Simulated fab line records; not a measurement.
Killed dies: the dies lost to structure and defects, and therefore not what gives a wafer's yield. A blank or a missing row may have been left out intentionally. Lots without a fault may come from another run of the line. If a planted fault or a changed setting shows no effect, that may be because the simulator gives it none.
Which tool is to blame? || flow nandHarc || 72 wafers from 24 lots sampled at 5 of the route's 1302 steps

== WHAT THE GAUGES READ, wafer by wafer ==
NHARC_A_BLC_CD_MEAS_19. Usual: cdNm 99.8 nm, standard deviation 2.7.
{"lot": "L074", "measured": "day 22 14:16", "on": "cdSem-03", "cdNm (nm)": "99.4 104.3 98.5", "flag": ""}
{"lot": "L075", "measured": "day 23 09:50", "on": "cdSem-02", "cdNm (nm)": "99.0 98.3 97.4", "flag": ""}
{"lot": "L079", "measured": "day 23 21:11", "on": "cdSem-01", "cdNm (nm)": "101.7 102.4 99.2", "flag": ""}
{"lot": "L077", "measured": "day 23 21:26", "on": "cdSem-03", "cdNm (nm)": "98.2 96.4 100.6", "flag": ""}
{"lot": "L078", "measured": "day 24 01:59", "on": "cdSem-03", "cdNm (nm)": "101.4 95.8 105.6", "flag": ""}
{"lot": "L076", "measured": "day 24 03:35", "on": "cdSem-02", "cdNm (nm)": "99.9 97.2 101.0", "flag": ""}
{"lot": "L080", "measured": "day 25 05:45", "on": "cdSem-02", "cdNm (nm)": "98.6 99.1 98.5", "flag": ""}
{"lot": "L081", "measured": "day 25 11:59", "on": "cdSem-02", "cdNm (nm)": "96.0 100.2 92.7", "flag": ""}
{"lot": "L082", "measured": "day 25 15:59", "on": "cdSem-02", "cdNm (nm)": "103.5 95.6 97.7", "flag": ""}
{"lot": "L085", "measured": "day 27 09:14", "on": "cdSem-03", "cdNm (nm)": "96.7 99.1 96.9", "flag": ""}
{"lot": "L084", "measured": "day 27 17:58", "on": "cdSem-01", "cdNm (nm)": "96.4 101.0 103.5", "flag": ""}
{"lot": "L086", "measured": "day 27 21:07", "on": "cdSem-01", "cdNm (nm)": "105.9 106.0 103.1", "flag": ""}
{"lot": "L083", "measured": "day 28 00:28", "on": "cdSem-03", "cdNm (nm)": "96.0 100.6 97.6", "flag": ""}
{"lot": "L087", "measured": "day 28 06:46", "on": "cdSem-02", "cdNm (nm)": "101.3 102.2 101.6", "flag": ""}
{"lot": "L088", "measured": "day 28 16:46", "on": "cdSem-02", "cdNm (nm)": "96.2 96.8 96.7", "flag": ""}
{"lot": "L089", "measured": "day 28 18:23", "on": "cdSem-01", "cdNm (nm)": "99.0 98.1 98.6", "flag": ""}
{"lot": "L090", "measured": "day 29 07:15", "on": "cdSem-03", "cdNm (nm)": "98.6 101.0 101.5", "flag": ""}
{"lot": "L091", "measured": "day 29 20:14", "on": "cdSem-03", "cdNm (nm)": "95.8 102.3 103.2", "flag": ""}
{"lot": "L092", "measured": "day 30 02:55", "on": "cdSem-03", "cdNm (nm)": "98.9 99.8 99.7", "flag": ""}
{"lot": "L093", "measured": "day 30 17:25", "on": "cdSem-01", "cdNm (nm)": "102.1 101.4 100.6", "flag": ""}
{"lot": "L094", "measured": "day 31 00:08", "on": "cdSem-01", "cdNm (nm)": "98.6 99.8 101.4", "flag": ""}
{"lot": "L095", "measured": "day 31 04:22", "on": "cdSem-01", "cdNm (nm)": "100.5 101.8 99.8", "flag": ""}
{"lot": "L096", "measured": "day 31 12:50", "on": "cdSem-02", "cdNm (nm)": "100.4 97.8 95.9", "flag": ""}
{"lot": "L097", "measured": "day 32 20:06", "on": "cdSem-03", "cdNm (nm)": "98.4 101.7 97.9", "flag": ""}

NHARC_A_M0_OVL_MEAS_10: pitch 160 nm. Usual: overlayXNm 0.3 nm, standard deviation 0.76; overlayYNm 0.0 nm, standard deviation 0.65.
{"lot": "L074", "measured": "day 22 17:19", "on": "overlay-01", "overlayXNm (nm)": "0.2 -0.4 -0.2", "overlayYNm (nm)": "-0.8 -0.2 -1.2", "flag": ""}
{"lot": "L075", "measured": "day 23 12:52", "on": "overlay-02", "overlayXNm (nm)": "2.0 2.2 2.6", "overlayYNm (nm)": "0.4 0.0 0.0", "flag": ""}
{"lot": "L079", "measured": "day 24 00:10", "on": "overlay-01", "overlayXNm (nm)": "0.1 0.6 0.8", "overlayYNm (nm)": "-0.2 0.0 -0.4", "flag": ""}
{"lot": "L077", "measured": "day 24 00:41", "on": "overlay-02", "overlayXNm (nm)": "0.7 1.0 0.2", "overlayYNm (nm)": "-0.1 0.0 0.4", "flag": ""}
{"lot": "L078", "measured": "day 24 04:58", "on": "overlay-01", "overlayXNm (nm)": "0.2 0.4 0.7", "overlayYNm (nm)": "0.9 0.9 0.8", "flag": ""}
{"lot": "L076", "measured": "day 24 06:26", "on": "overlay-02", "overlayXNm (nm)": "-0.3 -0.6 -0.4", "overlayYNm (nm)": "0.0 -0.3 -0.4", "flag": ""}
{"lot": "L080", "measured": "day 25 08:43", "on": "overlay-02", "overlayXNm (nm)": "0.9 1.0 0.6", "overlayYNm (nm)": "0.1 -0.3 -0.2", "flag": ""}
{"lot": "L081", "measured": "day 25 14:50", "on": "overlay-02", "overlayXNm (nm)": "-0.8 -0.3 -0.7", "overlayYNm (nm)": "0.3 0.8 0.7", "flag": ""}
{"lot": "L082", "measured": "day 25 18:57", "on": "overlay-02", "overlayXNm (nm)": "-0.1 -0.5 -0.1", "overlayYNm (nm)": "0.9 0.6 0.3", "flag": ""}
{"lot": "L085", "measured": "day 27 12:39", "on": "overlay-01", "overlayXNm (nm)": "-0.4 -0.4 0.1", "overlayYNm (nm)": "0.4 0.9 0.0", "flag": ""}
{"lot": "L084", "measured": "day 27 21:35", "on": "overlay-02", "overlayXNm (nm)": "-0.2 -1.0 -0.5", "overlayYNm (nm)": "-0.3 -0.1 0.4", "flag": ""}
{"lot": "L086", "measured": "day 27 23:58", "on": "overlay-02", "overlayXNm (nm)": "0.3 0.8 0.7", "overlayYNm (nm)": "0.2 0.6 0.0", "flag": ""}
{"lot": "L083", "measured": "day 28 03:41", "on": "overlay-01", "overlayXNm (nm)": "-0.6 0.1 -0.2", "overlayYNm (nm)": "-1.3 -0.5 -0.9", "flag": ""}
{"lot": "L087", "measured": "day 28 09:44", "on": "overlay-02", "overlayXNm (nm)": "0.8 0.9 0.5", "overlayYNm (nm)": "-1.1 -0.9 -0.8", "flag": ""}
{"lot": "L088", "measured": "day 28 19:44", "on": "overlay-01", "overlayXNm (nm)": "-1.0 -1.5 -1.4", "overlayYNm (nm)": "1.2 0.8 0.5", "flag": ""}
{"lot": "L089", "measured": "day 28 21:22", "on": "overlay-01", "overlayXNm (nm)": "0.2 0.4 0.0", "overlayYNm (nm)": "0.1 0.4 0.3", "flag": ""}
{"lot": "L090", "measured": "day 29 10:19", "on": "overlay-01", "overlayXNm (nm)": "0.2 0.0 0.2", "overlayYNm (nm)": "0.1 0.7 0.4", "flag": ""}
{"lot": "L091", "measured": "day 29 23:13", "on": "overlay-01", "overlayXNm (nm)": "0.7 1.0 1.0", "overlayYNm (nm)": "-0.8 -0.6 -1.0", "flag": ""}
{"lot": "L092", "measured": "day 30 05:55", "on": "overlay-02", "overlayXNm (nm)": "0.2 0.8 0.1", "overlayYNm (nm)": "0.5 0.6 0.7", "flag": ""}
{"lot": "L093", "measured": "day 30 20:22", "on": "overlay-01", "overlayXNm (nm)": "0.6 0.6 0.9", "overlayYNm (nm)": "0.3 0.4 0.0", "flag": ""}
{"lot": "L094", "measured": "day 31 03:07", "on": "overlay-01", "overlayXNm (nm)": "1.1 0.0 0.4", "overlayYNm (nm)": "-0.2 -0.6 -1.1", "flag": ""}
{"lot": "L095", "measured": "day 31 07:22", "on": "overlay-02", "overlayXNm (nm)": "1.2 1.3 1.2", "overlayYNm (nm)": "0.3 0.2 0.2", "flag": ""}
{"lot": "L096", "measured": "day 31 16:11", "on": "overlay-02", "overlayXNm (nm)": "0.3 0.2 0.3", "overlayYNm (nm)": "-0.5 0.0 -0.2", "flag": ""}
{"lot": "L097", "measured": "day 32 23:05", "on": "overlay-02", "overlayXNm (nm)": "0.1 0.5 -0.2", "overlayYNm (nm)": "-1.6 -1.2 -1.5", "flag": ""}

NHARC_A_M1_INSPECT_11. Usual: rawDefectCount 83, standard deviation 33.
{"lot": "L074", "measured": "day 22 21:17", "on": "defectInspect-02", "rawDefectCount": "80 77 63", "flag": ""}
{"lot": "L075", "measured": "day 23 16:58", "on": "defectInspect-01", "rawDefectCount": "95 106 95", "flag": ""}
{"lot": "L079", "measured": "day 24 04:17", "on": "defectInspect-02", "rawDefectCount": "62 54 62", "flag": ""}
{"lot": "L077", "measured": "day 24 04:50", "on": "defectInspect-01", "rawDefectCount": "89 89 73", "flag": ""}
{"lot": "L078", "measured": "day 24 09:05", "on": "defectInspect-01", "rawDefectCount": "89 83 69", "flag": ""}
{"lot": "L076", "measured": "day 24 10:37", "on": "defectInspect-02", "rawDefectCount": "55 55 51", "flag": ""}
{"lot": "L080", "measured": "day 25 12:47", "on": "defectInspect-02", "rawDefectCount": "83 68 66", "flag": ""}
{"lot": "L081", "measured": "day 25 18:47", "on": "defectInspect-01", "rawDefectCount": "153 119 111", "flag": ""}
{"lot": "L082", "measured": "day 25 23:13", "on": "defectInspect-02", "rawDefectCount": "148 144 147", "flag": ""}
{"lot": "L085", "measured": "day 27 16:45", "on": "defectInspect-01", "rawDefectCount": "24 24 21", "flag": ""}
{"lot": "L084", "measured": "day 28 01:40", "on": "defectInspect-01", "rawDefectCount": "73 67 64", "flag": ""}
{"lot": "L086", "measured": "day 28 04:21", "on": "defectInspect-02", "rawDefectCount": "130 146 138", "flag": ""}
{"lot": "L083", "measured": "day 28 07:50", "on": "defectInspect-02", "rawDefectCount": "78 96 85", "flag": ""}
{"lot": "L087", "measured": "day 28 13:49", "on": "defectInspect-01", "rawDefectCount": "106 94 97", "flag": ""}
{"lot": "L088", "measured": "day 28 23:50", "on": "defectInspect-02", "rawDefectCount": "96 96 104", "flag": ""}
{"lot": "L089", "measured": "day 29 01:29", "on": "defectInspect-01", "rawDefectCount": "115 99 103", "flag": ""}
{"lot": "L090", "measured": "day 29 14:26", "on": "defectInspect-01", "rawDefectCount": "35 36 35", "flag": ""}
{"lot": "L091", "measured": "day 30 03:10", "on": "defectInspect-01", "rawDefectCount": "99 103 109", "flag": ""}
{"lot": "L092", "measured": "day 30 10:01", "on": "defectInspect-01", "rawDefectCount": "90 75 85", "flag": ""}
{"lot": "L093", "measured": "day 31 00:26", "on": "defectInspect-01", "rawDefectCount": "68 79 66", "flag": ""}
{"lot": "L094", "measured": "day 31 07:13", "on": "defectInspect-02", "rawDefectCount": "38 34 45", "flag": ""}
{"lot": "L095", "measured": "day 31 11:31", "on": "defectInspect-01", "rawDefectCount": "84 80 77", "flag": ""}
{"lot": "L096", "measured": "day 31 20:17", "on": "defectInspect-02", "rawDefectCount": "33 40 46", "flag": ""}
{"lot": "L097", "measured": "day 33 03:10", "on": "defectInspect-02", "rawDefectCount": "111 116 90", "flag": ""}

== TOOL THAT RAN EACH LOT (tool first, then ch and the chambers of the sampled wafers, then the start) ==
{"lot": "L074", "NHARC_A_BLC_CVD_24": "cvdW-02 ch 0,1, day 22 17:19 or earlier", "NHARC_A_M0_STRIP_18": "rieDiel-12 ch 2,3, day 22 17:49"}
{"lot": "L075", "NHARC_A_BLC_CVD_24": "cvdW-01 ch 0,1, day 23 12:52 or earlier", "NHARC_A_M0_STRIP_18": "rieDiel-01 ch 0,1,3, day 23 13:22"}
{"lot": "L079", "NHARC_A_BLC_CVD_24": "cvdW-02 ch 0,1, day 24 00:10 or earlier", "NHARC_A_M0_STRIP_18": "rieDiel-12 ch 0,1, day 24 00:38"}
{"lot": "L077", "NHARC_A_BLC_CVD_24": "cvdW-02 ch 0, day 24 00:41 or earlier", "NHARC_A_M0_STRIP_18": "rieDiel-12 ch 1,2,3, day 24 01:13"}
{"lot": "L078", "NHARC_A_BLC_CVD_24": "cvdW-02 ch 0,1, day 24 04:58 or earlier", "NHARC_A_M0_STRIP_18": "rieDiel-12 ch 1,2, day 24 05:28"}
{"lot": "L076", "NHARC_A_BLC_CVD_24": "cvdW-02 ch 0,1, day 24 06:26 or earlier", "NHARC_A_M0_STRIP_18": "rieDiel-09 ch 1,2, day 24 06:54"}
{"lot": "L080", "NHARC_A_BLC_CVD_24": "cvdW-02 ch 0,1, day 25 08:43 or earlier", "NHARC_A_M0_STRIP_18": "rieDiel-12 ch 1,2, day 25 09:11"}
{"lot": "L081", "NHARC_A_BLC_CVD_24": "cvdW-01 ch 0,1, day 25 14:50 or earlier", "NHARC_A_M0_STRIP_18": "rieDiel-12 ch 1,3, day 25 15:18"}
{"lot": "L082", "NHARC_A_BLC_CVD_24": "cvdW-02 ch 0,1, day 25 18:57 or earlier", "NHARC_A_M0_STRIP_18": "rieDiel-12 ch 0,1,3, day 25 19:28"}
{"lot": "L085", "NHARC_A_BLC_CVD_24": "cvdW-01 ch 0, day 27 12:39 or earlier", "NHARC_A_M0_STRIP_18": "rieDiel-09 ch 0,2, day 27 13:08"}
{"lot": "L084", "NHARC_A_BLC_CVD_24": "cvdW-01 ch 0,1, day 27 21:35 or earlier", "NHARC_A_M0_STRIP_18": "rieDiel-09 ch 0,1,2, day 27 22:06"}
{"lot": "L086", "NHARC_A_BLC_CVD_24": "cvdW-02 ch 0,1, day 27 23:58 or earlier", "NHARC_A_M0_STRIP_18": "rieDiel-12 ch 0,1,2, day 28 00:33"}
{"lot": "L083", "NHARC_A_BLC_CVD_24": "cvdW-01 ch 0,1, day 28 03:41 or earlier", "NHARC_A_M0_STRIP_18": "rieDiel-12 ch 1,2,3, day 28 04:13"}
{"lot": "L087", "NHARC_A_BLC_CVD_24": "cvdW-01 ch 0, day 28 09:44 or earlier", "NHARC_A_M0_STRIP_18": "rieDiel-01 ch 1,2,3, day 28 10:15"}
{"lot": "L088", "NHARC_A_BLC_CVD_24": "cvdW-01 ch 0,1, day 28 19:44 or earlier", "NHARC_A_M0_STRIP_18": "rieDiel-01 ch 1,2,3, day 28 20:14"}
{"lot": "L089", "NHARC_A_BLC_CVD_24": "cvdW-02 ch 0,1, day 28 21:22 or earlier", "NHARC_A_M0_STRIP_18": "rieDiel-12 ch 1,2,3, day 28 21:51"}
{"lot": "L090", "NHARC_A_BLC_CVD_24": "cvdW-02 ch 0,1, day 29 10:19 or earlier", "NHARC_A_M0_STRIP_18": "rieDiel-01 ch 0,1,2, day 29 10:50"}
{"lot": "L091", "NHARC_A_BLC_CVD_24": "cvdW-02 ch 0,1, day 29 23:13 or earlier", "NHARC_A_M0_STRIP_18": "rieDiel-09 ch 0,1,2, day 29 23:44"}
{"lot": "L092", "NHARC_A_BLC_CVD_24": "cvdW-02 ch 0, day 30 05:55 or earlier", "NHARC_A_M0_STRIP_18": "rieDiel-01 ch 0,1,2, day 30 06:27"}
{"lot": "L093", "NHARC_A_BLC_CVD_24": "cvdW-02 ch 0,1, day 30 20:22 or earlier", "NHARC_A_M0_STRIP_18": "rieDiel-01 ch 0,2, day 30 20:51"}
{"lot": "L094", "NHARC_A_BLC_CVD_24": "cvdW-02 ch 0,1, day 31 03:07 or earlier", "NHARC_A_M0_STRIP_18": "rieDiel-09 ch 0,1,2, day 31 03:36"}
{"lot": "L095", "NHARC_A_BLC_CVD_24": "cvdW-02 ch 0,1, day 31 07:22 or earlier", "NHARC_A_M0_STRIP_18": "rieDiel-01 ch 0,1,2, day 31 07:56"}
{"lot": "L096", "NHARC_A_BLC_CVD_24": "cvdW-02 ch 1, day 31 16:11 or earlier", "NHARC_A_M0_STRIP_18": "rieDiel-12 ch 0,1,3, day 31 16:40"}
{"lot": "L097", "NHARC_A_BLC_CVD_24": "cvdW-01 ch 0,1, day 32 23:05 or earlier", "NHARC_A_M0_STRIP_18": "rieDiel-01 ch 0,1,2, day 32 23:36"}
- NHARC_A_BLC_CVD_24: deposits W, target thk 150 nm, time 434 s.
- NHARC_A_M0_STRIP_18: strips in N2/H2.

== AS READ BY THE TOOLS THEMSELVES (means over the sampled wafers that have a number; for cases with no such wafer, the mark the record gives instead) ==
NHARC_A_BLC_CVD_24. Usual: heaterPowerW 531 W, standard deviation 51; mfcArSccm 1561 sccm, standard deviation 4.7; throttleValvePct 7.84 %, standard deviation 0.26.
{"lot": "L074", "tool": "cvdW-02", "heaterPowerW (W)": 525, "mfcArSccm (sccm)": 1561, "throttleValvePct (%)": 7.84, "flag": ""}
{"lot": "L075", "tool": "cvdW-01", "heaterPowerW (W)": 495, "mfcArSccm (sccm)": 1561, "throttleValvePct (%)": 7.89, "flag": ""}
{"lot": "L079", "tool": "cvdW-02", "heaterPowerW (W)": 522, "mfcArSccm (sccm)": 1564, "throttleValvePct (%)": 8.00, "flag": ""}
{"lot": "L077", "tool": "cvdW-02", "heaterPowerW (W)": 482, "mfcArSccm (sccm)": 1559, "throttleValvePct (%)": 8.28, "flag": ""}
{"lot": "L078", "tool": "cvdW-02", "heaterPowerW (W)": 514, "mfcArSccm (sccm)": 1560, "throttleValvePct (%)": 7.98, "flag": ""}
{"lot": "L076", "tool": "cvdW-02", "heaterPowerW (W)": 549, "mfcArSccm (sccm)": 1560, "throttleValvePct (%)": 7.80, "flag": ""}
{"lot": "L080", "tool": "cvdW-02", "heaterPowerW (W)": 520, "mfcArSccm (sccm)": 1561, "throttleValvePct (%)": 7.93, "flag": ""}
{"lot": "L081", "tool": "cvdW-01", "heaterPowerW (W)": 495, "mfcArSccm (sccm)": 1557, "throttleValvePct (%)": 7.97, "flag": ""}
{"lot": "L082", "tool": "cvdW-02", "heaterPowerW (W)": 546, "mfcArSccm (sccm)": 1560, "throttleValvePct (%)": 7.86, "flag": ""}
{"lot": "L085", "tool": "cvdW-01", "heaterPowerW (W)": 533, "mfcArSccm (sccm)": 1557, "throttleValvePct (%)": 7.54, "flag": ""}
{"lot": "L084", "tool": "cvdW-01", "heaterPowerW (W)": 519, "mfcArSccm (sccm)": 1563, "throttleValvePct (%)": 7.70, "flag": ""}
{"lot": "L086", "tool": "cvdW-02", "heaterPowerW (W)": 510, "mfcArSccm (sccm)": 1565, "throttleValvePct (%)": 7.81, "flag": ""}
{"lot": "L083", "tool": "cvdW-01", "heaterPowerW (W)": 516, "mfcArSccm (sccm)": 1561, "throttleValvePct (%)": 7.82, "flag": ""}
{"lot": "L087", "tool": "cvdW-01", "heaterPowerW (W)": 538, "mfcArSccm (sccm)": 1563, "throttleValvePct (%)": 7.75, "flag": ""}
{"lot": "L088", "tool": "cvdW-01", "heaterPowerW (W)": 522, "mfcArSccm (sccm)": 1557, "throttleValvePct (%)": 7.65, "flag": ""}
{"lot": "L089", "tool": "cvdW-02", "heaterPowerW (W)": 513, "mfcArSccm (sccm)": 1565, "throttleValvePct (%)": 7.66, "flag": ""}
{"lot": "L090", "tool": "cvdW-02", "heaterPowerW (W)": 559, "mfcArSccm (sccm)": 1559, "throttleValvePct (%)": 7.76, "flag": ""}
{"lot": "L091", "tool": "cvdW-02", "heaterPowerW (W)": 520, "mfcArSccm (sccm)": 1563, "throttleValvePct (%)": 8.01, "flag": ""}
{"lot": "L092", "tool": "cvdW-02", "heaterPowerW (W)": 472, "mfcArSccm (sccm)": 1564, "throttleValvePct (%)": 8.03, "flag": ""}
{"lot": "L093", "tool": "cvdW-02", "heaterPowerW (W)": 519, "mfcArSccm (sccm)": 1562, "throttleValvePct (%)": 7.72, "flag": ""}
{"lot": "L094", "tool": "cvdW-02", "heaterPowerW (W)": 567, "mfcArSccm (sccm)": 1560, "throttleValvePct (%)": 7.98, "flag": ""}
{"lot": "L095", "tool": "cvdW-02", "heaterPowerW (W)": 564, "mfcArSccm (sccm)": 1555, "throttleValvePct (%)": 7.88, "flag": ""}
{"lot": "L096", "tool": "cvdW-02", "heaterPowerW (W)": 611, "mfcArSccm (sccm)": 1563, "throttleValvePct (%)": 7.93, "flag": ""}
{"lot": "L097", "tool": "cvdW-01", "heaterPowerW (W)": 508, "mfcArSccm (sccm)": 1561, "throttleValvePct (%)": 7.66, "flag": ""}

NHARC_A_M0_STRIP_18. Usual: drypumpMotorCurrentA 5.6 A, standard deviation 0.46; mfcArSccm 0.007 sccm, standard deviation 0.0086; oesProductAu 0.999 a.u., standard deviation 0.0093; rfVppV 90.7 V, standard deviation 1; showerheadPlenumPTorr 2.05 Torr, standard deviation 0.09; throttleValvePct 14.171 %, standard deviation 0.0094.
{"lot": "L074", "tool": "rieDiel-12", "drypumpMotorCurrentA (A)": 5.9, "mfcArSccm (sccm)": 0.013, "oesProductAu (a.u.)": 1.005, "rfVppV (V)": 90.9, "showerheadPlenumPTorr (Torr)": 2.13, "throttleValvePct (%)": 14.172, "flag": ""}
{"lot": "L075", "tool": "rieDiel-01", "drypumpMotorCurrentA (A)": 5.6, "mfcArSccm (sccm)": 0.004, "oesProductAu (a.u.)": 1.001, "rfVppV (V)": 90.8, "showerheadPlenumPTorr (Torr)": 2.01, "throttleValvePct (%)": 14.169, "flag": ""}
{"lot": "L079", "tool": "rieDiel-12", "drypumpMotorCurrentA (A)": 5.0, "mfcArSccm (sccm)": 0.000, "oesProductAu (a.u.)": 1.010, "rfVppV (V)": 90.5, "showerheadPlenumPTorr (Torr)": 1.96, "throttleValvePct (%)": 14.182, "flag": ""}
{"lot": "L077", "tool": "rieDiel-12", "drypumpMotorCurrentA (A)": 5.8, "mfcArSccm (sccm)": 0.006, "oesProductAu (a.u.)": 1.007, "rfVppV (V)": 90.9, "showerheadPlenumPTorr (Torr)": 2.12, "throttleValvePct (%)": 14.166, "flag": ""}
{"lot": "L078", "tool": "rieDiel-12", "drypumpMotorCurrentA (A)": 5.5, "mfcArSccm (sccm)": 0.006, "oesProductAu (a.u.)": 1.009, "rfVppV (V)": 90.5, "showerheadPlenumPTorr (Torr)": 2.08, "throttleValvePct (%)": 14.168, "flag": ""}
{"lot": "L076", "tool": "rieDiel-09", "drypumpMotorCurrentA (A)": 6.3, "mfcArSccm (sccm)": 0.014, "oesProductAu (a.u.)": 1.010, "rfVppV (V)": 90.9, "showerheadPlenumPTorr (Torr)": 1.95, "throttleValvePct (%)": 14.172, "flag": ""}
{"lot": "L080", "tool": "rieDiel-12", "drypumpMotorCurrentA (A)": 5.6, "mfcArSccm (sccm)": 0.006, "oesProductAu (a.u.)": 1.003, "rfVppV (V)": 90.5, "showerheadPlenumPTorr (Torr)": 2.08, "throttleValvePct (%)": 14.166, "flag": ""}
{"lot": "L081", "tool": "rieDiel-12", "drypumpMotorCurrentA (A)": 5.6, "mfcArSccm (sccm)": 0.000, "oesProductAu (a.u.)": 1.011, "rfVppV (V)": 91.0, "showerheadPlenumPTorr (Torr)": 2.11, "throttleValvePct (%)": 14.176, "flag": ""}
{"lot": "L082", "tool": "rieDiel-12", "drypumpMotorCurrentA (A)": 5.4, "mfcArSccm (sccm)": 0.000, "oesProductAu (a.u.)": 1.009, "rfVppV (V)": 90.0, "showerheadPlenumPTorr (Torr)": 2.05, "throttleValvePct (%)": 14.174, "flag": ""}
{"lot": "L085", "tool": "rieDiel-09", "drypumpMotorCurrentA (A)": 5.9, "mfcArSccm (sccm)": 0.005, "oesProductAu (a.u.)": 0.989, "rfVppV (V)": 90.7, "showerheadPlenumPTorr (Torr)": 2.10, "throttleValvePct (%)": 14.169, "flag": ""}
{"lot": "L084", "tool": "rieDiel-09", "drypumpMotorCurrentA (A)": 6.0, "mfcArSccm (sccm)": 0.009, "oesProductAu (a.u.)": 0.997, "rfVppV (V)": 90.3, "showerheadPlenumPTorr (Torr)": 2.04, "throttleValvePct (%)": 14.164, "flag": ""}
{"lot": "L086", "tool": "rieDiel-12", "drypumpMotorCurrentA (A)": 5.4, "mfcArSccm (sccm)": 0.006, "oesProductAu (a.u.)": 0.999, "rfVppV (V)": 89.5, "showerheadPlenumPTorr (Torr)": 2.03, "throttleValvePct (%)": 14.174, "flag": ""}
{"lot": "L083", "tool": "rieDiel-12", "drypumpMotorCurrentA (A)": 5.8, "mfcArSccm (sccm)": 0.006, "oesProductAu (a.u.)": 1.003, "rfVppV (V)": 90.3, "showerheadPlenumPTorr (Torr)": 2.12, "throttleValvePct (%)": 14.173, "flag": ""}
{"lot": "L087", "tool": "rieDiel-01", "drypumpMotorCurrentA (A)": 5.9, "mfcArSccm (sccm)": 0.008, "oesProductAu (a.u.)": 0.998, "rfVppV (V)": 91.2, "showerheadPlenumPTorr (Torr)": 2.06, "throttleValvePct (%)": 14.173, "flag": ""}
{"lot": "L088", "tool": "rieDiel-01", "drypumpMotorCurrentA (A)": 5.9, "mfcArSccm (sccm)": 0.008, "oesProductAu (a.u.)": 0.998, "rfVppV (V)": 91.2, "showerheadPlenumPTorr (Torr)": 2.06, "throttleValvePct (%)": 14.172, "flag": ""}
{"lot": "L089", "tool": "rieDiel-12", "drypumpMotorCurrentA (A)": 5.8, "mfcArSccm (sccm)": 0.006, "oesProductAu (a.u.)": 0.998, "rfVppV (V)": 91.4, "showerheadPlenumPTorr (Torr)": 2.12, "throttleValvePct (%)": 14.163, "flag": ""}
{"lot": "L090", "tool": "rieDiel-01", "drypumpMotorCurrentA (A)": 5.5, "mfcArSccm (sccm)": 0.012, "oesProductAu (a.u.)": 1.000, "rfVppV (V)": 90.3, "showerheadPlenumPTorr (Torr)": 2.02, "throttleValvePct (%)": 14.163, "flag": ""}
{"lot": "L091", "tool": "rieDiel-09", "drypumpMotorCurrentA (A)": 6.0, "mfcArSccm (sccm)": 0.009, "oesProductAu (a.u.)": 0.994, "rfVppV (V)": 90.5, "showerheadPlenumPTorr (Torr)": 2.04, "throttleValvePct (%)": 14.168, "flag": ""}
{"lot": "L092", "tool": "rieDiel-01", "drypumpMotorCurrentA (A)": 5.5, "mfcArSccm (sccm)": 0.012, "oesProductAu (a.u.)": 0.993, "rfVppV (V)": 90.8, "showerheadPlenumPTorr (Torr)": 2.02, "throttleValvePct (%)": 14.172, "flag": ""}
{"lot": "L093", "tool": "rieDiel-01", "drypumpMotorCurrentA (A)": 5.5, "mfcArSccm (sccm)": 0.017, "oesProductAu (a.u.)": 0.995, "rfVppV (V)": 91.0, "showerheadPlenumPTorr (Torr)": 2.03, "throttleValvePct (%)": 14.166, "flag": ""}
{"lot": "L094", "tool": "rieDiel-09", "drypumpMotorCurrentA (A)": 6.0, "mfcArSccm (sccm)": 0.009, "oesProductAu (a.u.)": 0.995, "rfVppV (V)": 90.6, "showerheadPlenumPTorr (Torr)": 2.04, "throttleValvePct (%)": 14.165, "flag": ""}
{"lot": "L095", "tool": "rieDiel-01", "drypumpMotorCurrentA (A)": 5.5, "mfcArSccm (sccm)": 0.012, "oesProductAu (a.u.)": 1.003, "rfVppV (V)": 90.3, "showerheadPlenumPTorr (Torr)": 2.02, "throttleValvePct (%)": 14.166, "flag": ""}
{"lot": "L096", "tool": "rieDiel-12", "drypumpMotorCurrentA (A)": 5.4, "mfcArSccm (sccm)": 0.000, "oesProductAu (a.u.)": 0.994, "rfVppV (V)": 91.5, "showerheadPlenumPTorr (Torr)": 2.05, "throttleValvePct (%)": 14.165, "flag": ""}
{"lot": "L097", "tool": "rieDiel-01", "drypumpMotorCurrentA (A)": 5.5, "mfcArSccm (sccm)": 0.012, "oesProductAu (a.u.)": 0.991, "rfVppV (V)": 90.8, "showerheadPlenumPTorr (Torr)": 2.02, "throttleValvePct (%)": 14.170, "flag": ""}

== THE ANSWER, worked out from the rows above alone ==
Rule: a lot counts as off when the mean over its wafers that have a number is more than 3 standard deviations away from the usual mean. A lot without any number at a reading at which 4 lots or more have one is off too. All remaining lots with rows at the step are treated as sound. Order of review: gauges by route order, followed by the tools' own readings, for which a lot's mean as printed above is used. At the first step where some lot is off, the reading lying furthest off is the one used; lots without a number count as furthest.
Nothing can be told from this: no lot is off at any reading shown.

== WHAT THE SIMULATOR HAD INSERTED ==
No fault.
